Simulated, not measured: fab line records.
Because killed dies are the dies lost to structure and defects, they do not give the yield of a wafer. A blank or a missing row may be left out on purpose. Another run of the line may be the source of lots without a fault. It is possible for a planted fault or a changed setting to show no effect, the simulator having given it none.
fab line records	flow nand-harc
record: lots: 13	wafers: 39	last-day: 24
route steps=1159 shown A_M0@1023 A_M1@1026 END@1159
lots with no fault: from the same line, run without faults
start-h: the number of hours between the record's first day and the start of the first shown wafer of the lot	wait-h: hours elapsed since this lot's preceding step	" as in the row above	L1.1+2: a single row standing in for several wafers	- no value present, or no start provided	* or withheld: withheld	< > ~ a bound
route shown NAME@n: names a module that has steps shown in the file, with the first one's number in the route	usual: mean and standard deviation over wafers with no fault	same: alike in all rows	chamber/n: place in a boat	sites: readings site by site	_std_site: their standard deviation	_edge_site: mean of outer sites minus mean of inner sites	radius-mm: for every site, how far away it sits from the centre of the wafer	mask NAME#n: copy n	behind: the last tool/chamber to shape the wafer	hold: why the lot was held/for how many hours/how that ended	device: the transistor (n, p or np) that didn't switch	end of line: tests run on the same wafers once the route is complete	for a step that has no rows: nothing shown but its recipe	killed: dies that structure and defects cost at the first sort, which is not the same as the wafer's yield	map: dies across one wafer; x = killed, . = not, _ = none there
set.NAME: setting as actually run; set.NAME@STEP: the setting as run at that earlier step	model.NAME: the simulator's own value behind a step, which no gauge read
a sample of lots followed through the steps of the route, with each step as a table and each wafer as a row
services: when a tool's chamber went out of use (start-h, in hours from the record's first day, below 0 if earlier), for how many hours, and the reason
== steps ==
step: NHARC_A_M0_INSPECT_27
usual: raw-defect-count: 427/110
lot.wafer	tool	chamber	start-h	wait-h	raw-defect-count
L731.1	defect-inspect-02	-	406.69	0.0	544
L731.2	"	-	"	"	412
L731.4	"	-	"	"	446
L734.2	defect-inspect-01	-	407.96	0.0	491
L734.4	"	-	"	"	374
L734.5	"	-	"	"	407
L730.1	defect-inspect-02	-	410.03	0.0	365
L730.4	"	-	"	"	301
L730.6	"	-	"	"	319
L735.3	defect-inspect-01	-	426.33	0.0	575
L735.5	"	-	"	"	536
L735.6	"	-	"	"	468
L733.3	defect-inspect-01	-	429.60	0.0	498
L733.5	"	-	"	"	363
L733.6	"	-	"	"	343
L736.1	defect-inspect-02	-	441.06	0.0	375
L736.3	"	-	"	"	460
L736.5	"	-	"	"	624
L743.1	defect-inspect-01	-	471.93	0.0	283
L743.2	"	-	"	"	400
L743.4	"	-	"	"	336
L746.3	defect-inspect-01	-	500.51	0.0	370
L746.4	"	-	"	"	353
L746.6	"	-	"	"	411
L748.3	defect-inspect-01	-	500.95	0.0	425
L748.4	"	-	"	"	439
L748.5	"	-	"	"	491
L751.2	defect-inspect-01	-	512.99	0.0	373
L751.5	"	-	"	"	442
L751.6	"	-	"	"	292
L749.2	defect-inspect-01	-	513.69	0.0	265
L749.3	"	-	"	"	291
L749.5	"	-	"	"	294
L750.1	defect-inspect-02	-	520.66	0.0	701
L750.4	"	-	"	"	335
L750.6	"	-	"	"	446
L753.1	defect-inspect-02	-	530.92	0.0	584
L753.2	"	-	"	"	676
L753.4	"	-	"	"	363
step: NHARC_A_M0_DEP_32
recipe: target-thk-a: 300	temp-c: 370	target-thk-nm: 30	pressure-torr: 3	flow-sccm: 200	rf-w: 450	material: SiCN
usual: heater-power-w: 618/82
lot.wafer	tool	chamber	start-h	wait-h	heater-power-w
L731.2	pecvd-04	2	406.83	0.1	745
L731.1	"	0	"	"	539
L731.4	"	2	"	"	748
L734.2	pecvd-03	0	408.11	0.1	529
L734.4	"	1	"	"	580
L734.5	"	2	"	"	737
L730.1	pecvd-03	2	410.18	0.1	718
L730.6	"	0	"	"	521
L730.4	"	1	"	"	632
L735.3	pecvd-02	0	426.47	0.1	597
L735.6	"	1	"	"	688
L735.5	"	2	"	"	616
L733.3	pecvd-04	2	430.26	0.1	643
L733.5	"	0	"	"	494
L733.6	"	1	"	"	579
L736.1	pecvd-03	2	441.31	0.1	772
L736.3	"	2	"	"	802
L736.5	"	2	"	"	789
L743.1	pecvd-03	2	472.12	0.1	768
L743.2	"	0	"	"	469
L743.4	"	0	"	"	483
L746.3	pecvd-04	0	500.70	0.1	575
L746.6	"	2	"	"	679
L746.4	"	1	"	"	521
L748.3	pecvd-02	0	501.15	0.1	611
L748.5	"	2	"	"	678
L748.4	"	1	"	"	680
L751.2	pecvd-04	1	513.22	0.1	634
L751.6	"	2	"	"	743
L751.5	"	0	"	"	551
L749.2	pecvd-03	2	513.90	0.1	756
L749.3	"	0	"	"	476
L749.5	"	2	"	"	754
L750.1	pecvd-03	0	520.80	0.1	477
L750.6	"	0	"	"	478
L750.4	"	1	"	"	604
L753.2	pecvd-02	2	531.07	0.1	563
L753.1	"	1	"	"	613
L753.4	"	2	"	"	556
step: NHARC_A_M1_DEP_00
recipe: target-thk-a: 1825	target-thk-nm: 182.5	temp-c: withheld	pressure-torr: 5	flow-sccm: 200	rf-w: 600	material: SiOC
lot.wafer	tool	chamber	start-h	wait-h
L731.1+2+4	pecvd-04	0,1,0	407.23	-
L734.2+5+4	pecvd-04	2,0,1	408.75	-
L730.1+6+4	pecvd-03	0,2,0	410.64	-
L735.3+5+6	pecvd-04	0,0,1	426.89	-
L733.3+5+6	pecvd-02	0,1,2	430.68	-
L736.1+3+5	pecvd-04	0,1,1	441.78	0.4
L743.1+2+4	pecvd-02	0,1,2	472.49	-
L746.3+4+6	pecvd-03	1,1,0	501.06	-
L748.3+4+5	pecvd-03	0,1,2	501.60	-
L751.2+5+6	pecvd-03	2,2,0	513.60	-
L749.3+2+5	pecvd-04	1,2,0	514.39	-
L750.1+4+6	pecvd-04	0,1,0	521.28	-
L753.1+2+4	pecvd-04	2,1,2	531.49	-
step: NHARC_A_M1_OVL_MEAS_10
recipe: pitch-nm: 240
usual: overlay-x-nm: 0.2/0.82	overlay-y-nm: -0.3/0.74
lot.wafer	tool	chamber	start-h	wait-h	overlay-x-nm	overlay-y-nm
L731.1	overlay-01	-	408.15	-	-1.0	-0.9
L731.2	"	-	"	"	-0.8	-0.5
L731.4	"	-	"	"	-0.9	-0.9
L734.2	overlay-01	-	409.46	-	0.1	0.0
L734.4	"	-	"	"	0.7	-0.6
L734.5	"	-	"	"	0.1	0.2
L730.1	overlay-01	-	411.53	-	0.3	-1.0
L730.4	"	-	"	"	0.6	-0.6
L730.6	"	-	"	"	0.5	-1.4
L735.3	overlay-02	-	427.81	-	1.0	0.3
L735.5	"	-	"	"	0.6	0.6
L735.6	"	-	"	"	1.4	0.1
L733.3	overlay-01	-	431.39	-	-0.2	-0.2
L733.5	"	-	"	"	-0.4	-0.2
L733.6	"	-	"	"	0.5	-0.2
L736.1	overlay-02	-	442.70	-	1.2	-0.7
L736.3	"	-	"	"	1.3	-0.6
L736.5	"	-	"	"	1.4	-0.3
L743.1	overlay-02	-	473.41	-	0.1	-1.3
L743.2	"	-	"	"	0.2	-0.4
L743.4	"	-	"	"	-0.1	-1.0
L746.3	overlay-02	-	501.99	-	0.4	-1.2
L746.4	"	-	"	"	0.3	-0.7
L746.6	"	-	"	"	0.8	-0.8
L748.3	overlay-02	-	502.32	-	0.7	0.2
L748.4	"	-	"	"	0.4	0.3
L748.5	"	-	"	"	0.7	-0.2
L751.2	overlay-02	-	514.47	-	-0.7	-0.8
L751.5	"	-	"	"	0.1	-0.4
L751.6	"	-	"	"	0.3	0.1
L749.2	overlay-01	-	515.29	-	0.0	0.9
L749.3	"	-	"	"	0.7	1.7
L749.5	"	-	"	"	0.7	1.3
L750.1	overlay-02	-	522.14	-	1.5	-0.9
L750.4	"	-	"	"	1.8	-0.7
L750.6	"	-	"	"	1.4	-1.1
L753.1	overlay-02	-	532.42	-	-0.2	1.6
L753.2	"	-	"	"	-0.1	0.9
L753.4	"	-	"	"	-0.2	1.3
step: NHARC_A_M1_INSPECT_11
usual: raw-defect-count: 33/15
lot.wafer	tool	chamber	start-h	wait-h	raw-defect-count
L731.1	defect-inspect-01	-	408.19	0.0	22
L731.2	"	-	"	"	25
L731.4	"	-	"	"	16
L734.2	defect-inspect-01	-	409.50	0.0	4
L734.4	"	-	"	"	9
L734.5	"	-	"	"	8
L730.1	defect-inspect-01	-	411.57	0.0	31
L730.4	"	-	"	"	38
L730.6	"	-	"	"	27
L735.3	defect-inspect-01	-	427.85	0.0	939
L735.5	"	-	"	"	1002
L735.6	"	-	"	"	41
L733.3	defect-inspect-01	-	431.42	0.0	24
L733.5	"	-	"	"	21
L733.6	"	-	"	"	27
L736.1	defect-inspect-01	-	442.74	0.0	937
L736.3	"	-	"	"	36
L736.5	"	-	"	"	40
L743.1	defect-inspect-02	-	473.45	0.0	42
L743.2	"	-	"	"	47
L743.4	"	-	"	"	44
L746.3	defect-inspect-02	-	502.03	0.0	55
L746.4	"	-	"	"	56
L746.6	"	-	"	"	63
L748.3	defect-inspect-01	-	502.35	0.0	52
L748.4	"	-	"	"	37
L748.5	"	-	"	"	31
L751.2	defect-inspect-02	-	514.51	0.0	24
L751.5	"	-	"	"	22
L751.6	"	-	"	"	21
L749.2	defect-inspect-02	-	515.33	0.0	52
L749.3	"	-	"	"	48
L749.5	"	-	"	"	52
L750.1	defect-inspect-02	-	522.18	0.0	46
L750.4	"	-	"	"	63
L750.6	"	-	"	"	55
L753.1	defect-inspect-02	-	532.46	0.0	38
L753.2	"	-	"	"	37
L753.4	"	-	"	"	37
step: NHARC_END_SORT_01
recipe: temp-c: 25
usual: defect-limited-yield: 95.1/1.6	killed-at-array: 29/11	killed-at-other: 0.7/1.1	killed-at-periphery: 2.9/2.2	killed-dies: 33/11	killed-open: 3.1/1.8	killed-short: 1.9/1.4	sort_bin_2_pct: 1.6/0.64	sort_bin_3_pct: 0.26/0.18	sort_bin_4_pct: 3.1/1.1	sort-n-pass: 644/11	sort-rim-yield-pct: 95.7/2.8	sort-yield-pct: 95.1/1.6
same: gross-dies: 677	sort_bin_5_pct[%]: 0	sort_bin_6_pct[%]: 0	sort_bin_7_pct[%]: 0	sort_bin_8_pct[%]: 0	sort-rim-n-gross: 106.00
lot.wafer	tool	chamber	start-h	wait-h	defect-limited-yield[%]	killed-at-array	killed-at-other	killed-at-periphery	killed-dies	killed-open	killed-short	sort_bin_2_pct[%]	sort_bin_3_pct[%]	sort_bin_4_pct[%]	sort-n-pass	sort-rim-yield-pct[%]	sort-yield-pct[%]
L735.3	prober-01	0	465.62	3.1	88.5	77	0	1	78	4	0	3.2	2.95	5.3	599	79.2	88.5
L735.5	prober-01	0	467.21	3.7	88.6	73	0	4	77	4	1	3.8	2.81	4.7	600	80.2	88.6
L735.6	prober-01	0	468.01	4.0	93.1	43	0	4	47	5	2	2.5	0.15	4.3	630	95.3	93.1
L736.1	prober-01	0	479.09	2.5	88.5	75	1	2	78	4	3	3.7	2.81	5.0	599	81.1	88.5
L736.3	prober-01	0	480.71	3.1	95.3	30	0	2	32	1	0	1.6	0.30	2.8	645	92.5	95.3
L736.5	prober-01	0	482.34	3.7	94.5	33	0	4	37	4	2	2.4	0.15	3.0	640	96.2	94.5
L743.1	prober-02	0	505.85	2.5	95.1	29	1	3	33	2	0	1.9	0.15	2.8	644	97.2	95.1
L743.2	prober-02	0	506.65	2.8	93.8	39	1	2	42	1	4	2.4	0.15	3.7	635	92.5	93.8
L743.4	prober-02	0	508.25	3.4	93.8	38	0	4	42	2	0	1.5	0.44	4.3	635	97.2	93.8
L748.4	prober-01	0	544.28	3.4	94.4	35	1	2	38	3	2	1.6	0.30	3.7	639	92.5	94.4
L749.2	prober-01	0	556.04	2.8	93.1	47	0	0	47	4	1	2.8	0.30	3.8	630	96.2	93.1
L749.3	prober-01	0	556.84	3.1	92.5	48	0	3	51	3	5	3.0	0.15	4.4	626	85.8	92.5
L749.5	prober-01	0	558.44	3.7	92.9	47	1	0	48	1	5	2.5	0.30	4.3	629	98.1	92.9
killed by level:class
L735.3 A_M1:unspecified=42 A_CHANNEL_HOLE_D1:chamber-film-flake=12 A_SLIT:chamber-film-flake=7 A_CONTACT:chamber-film-flake=7 A_SGD_CUT:chamber-film-flake=4 A_CHANNEL_FILL_D1:geometric-particle:open=2 A_WL_FILL:geometric-particle:open=1 A_CONTACT:geometric-particle:open=1
L735.5 A_M1:unspecified=38 A_CHANNEL_HOLE_D1:chamber-film-flake=13 A_SLIT:chamber-film-flake=8 A_SGD_CUT:chamber-film-flake=6 A_CONTACT:chamber-film-flake=5 P_CONTACT:geometric-particle:open=1 P_M0:geometric-particle:short=1 P_M1:geometric-particle:open=1
L735.6 A_SLIT:chamber-film-flake=12 A_CHANNEL_HOLE_D1:chamber-film-flake=7 A_SGD_CUT:chamber-film-flake=5 A_STAIRCASE:chamber-film-flake=4 A_CONTACT:chamber-film-flake=4 A_M0:chamber-film-flake=4 A_WL_FILL:geometric-particle:open=2 A_WL_FILL:geometric-particle:short=2
L736.1 A_M1:unspecified=40 A_CHANNEL_HOLE_D1:chamber-film-flake=13 A_SLIT:chamber-film-flake=10 A_CONTACT:chamber-film-flake=5 P_M2:geometric-particle:open=1 A_CHANNEL_FILL_D1:geometric-particle:short=1 A_WL_FILL:geometric-particle:open=1 A_WL_FILL:geometric-particle:short=1
L736.3 A_CHANNEL_HOLE_D1:chamber-film-flake=11 A_SLIT:chamber-film-flake=10 A_CONTACT:chamber-film-flake=6 P_ZERO_WELL:chamber-film-flake=2 A_ZERO_WELL:chamber-film-flake=2 A_CONTACT:geometric-particle:open=1
L736.5 A_CHANNEL_HOLE_D1:chamber-film-flake=14 A_SLIT:chamber-film-flake=10 P_ZERO_WELL:chamber-film-flake=3 A_CONTACT:geometric-particle:open=2 A_WL_FILL:chamber-film-flake=2 P_M0:geometric-particle:open=1 A_ONON_D1:geometric-particle:open=1 A_ONON_D1:geometric-particle:short=1
L743.1 A_CHANNEL_HOLE_D1:chamber-film-flake=19 A_SLIT:chamber-film-flake=8 P_STI:chamber-film-flake=3 A_BLC:geometric-particle:open=1 STARTING-WAFER:geometric-particle:open=1 A_CONTACT:chamber-film-flake=1
L743.2 A_CHANNEL_HOLE_D1:chamber-film-flake=17 A_SLIT:chamber-film-flake=13 A_WL_FILL:chamber-film-flake=2 A_STAIRCASE:chamber-film-flake=2 A_CHANNEL_FILL_D1:geometric-particle:short=1 A_SGD_CUT:geometric-particle:open=1 A_WL_FILL:geometric-particle:short=1 A_M0:geometric-particle:short=1
L743.4 A_CHANNEL_HOLE_D1:chamber-film-flake=19 A_SLIT:chamber-film-flake=14 P_STI:chamber-film-flake=4 A_ONON_D1:geometric-particle:open=1 A_CHANNEL_HOLE_D1:geometric-particle:open=1 A_ZERO_WELL:chamber-film-flake=1 A_STAIRCASE:chamber-film-flake=1 A_WL_FILL:chamber-film-flake=1
L748.4 A_SLIT:chamber-film-flake=18 A_CHANNEL_HOLE_D1:chamber-film-flake=5 A_CONTACT:chamber-film-flake=4 A_ZERO_WELL:chamber-film-flake=3 A_CONTACT:geometric-particle:open=2 P_GATE:chamber-film-flake=2 A_WL_FILL:geometric-particle:open=1 A_CONTACT:geometric-particle:short=1
L749.2 A_CHANNEL_HOLE_D1:chamber-film-flake=18 A_SLIT:chamber-film-flake=17 A_CONTACT:chamber-film-flake=4 A_CHANNEL_FILL_D1:chamber-film-flake=2 A_SOURCE_PLATE:geometric-particle:open=1 A_ONON_D1:geometric-particle:open=1 A_CHANNEL_FILL_D1:geometric-particle:open=1 A_WL_FILL:geometric-particle:short=1
L749.3 A_CHANNEL_HOLE_D1:chamber-film-flake=18 A_SLIT:chamber-film-flake=17 A_CHANNEL_FILL_D1:geometric-particle:short=2 A_M0:geometric-particle:short=2 A_STAIRCASE:chamber-film-flake=2 A_CONTACT:chamber-film-flake=2 P_GATE:geometric-particle:short=1 P_M1:geometric-particle:open=1
L749.5 A_SLIT:chamber-film-flake=17 A_CHANNEL_HOLE_D1:chamber-film-flake=16 A_CONTACT:chamber-film-flake=4 A_CHANNEL_FILL_D1:geometric-particle:short=2 A_CHANNEL_FILL_D1:chamber-film-flake=2 A_STAIRCASE:chamber-film-flake=2 A_CHANNEL_HOLE_D1:geometric-particle:short=1 A_STAIRCASE:geometric-particle:open=1
== services ==
tool	chamber	start-h	hours	kind
pecvd-04	0	389.13	-	clean
pecvd-04	1	389.13	-	clean
pecvd-04	2	389.13	-	clean
pecvd-03	-	390.62	0.5	repair
pecvd-03	0	440.29	4.2	repair
pecvd-02	-	442.43	0.7	repair
pecvd-04	2	450.28	15.4	repair
pecvd-02	0	455.95	11.6	repair
pecvd-03	-	473.42	13.0	pm
pecvd-03	0	473.42	13.0	vent-cycle
pecvd-03	1	473.42	13.0	vent-cycle
pecvd-03	2	473.42	13.0	vent-cycle
pecvd-03	0	486.42	-	clean
pecvd-03	1	486.42	-	clean
pecvd-03	2	486.42	-	clean
pecvd-02	-	497.13	0.3	repair
pecvd-03	0	508.13	4.5	repair
pecvd-03	-	510.43	0.7	repair
pecvd-02	-	515.31	13.0	pm
pecvd-02	0	515.31	13.0	vent-cycle
pecvd-02	1	515.31	13.0	vent-cycle
pecvd-02	2	515.31	13.0	vent-cycle
pecvd-04	2	517.17	9.1	repair
pecvd-02	0	528.31	-	clean
== key ==
first-sign: step: NHARC_A_M1_INSPECT_11	reading: raw-defect-count	direction: up	sigmas: 64	usual: 33	struck: 959
effect: step: NHARC_END_SORT_01	reading: killed-at-array	direction: up	sigmas: 4.1	usual: 29	struck: 75
more-kills-born-at: NHARC_A_M1_DEP_00@pecvd-04: 120
met-at NHARC_A_M1_DEP_00
struck-lots L735,L736
struck-wafers L735.3,L735.5,L736.1
not-acting-at NHARC_A_M0_INSPECT_27,NHARC_A_M0_DEP_32,NHARC_A_M1_OVL_MEAS_10
onset-between 408.75 426.89
fault: kind: chamber-particle-source	tool: pecvd-04	chamber: 0	onset-h: 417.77	steps: NHARC_A_M1_DEP_00	rate-per-visit-cm2: 1.4004	end-h: 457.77
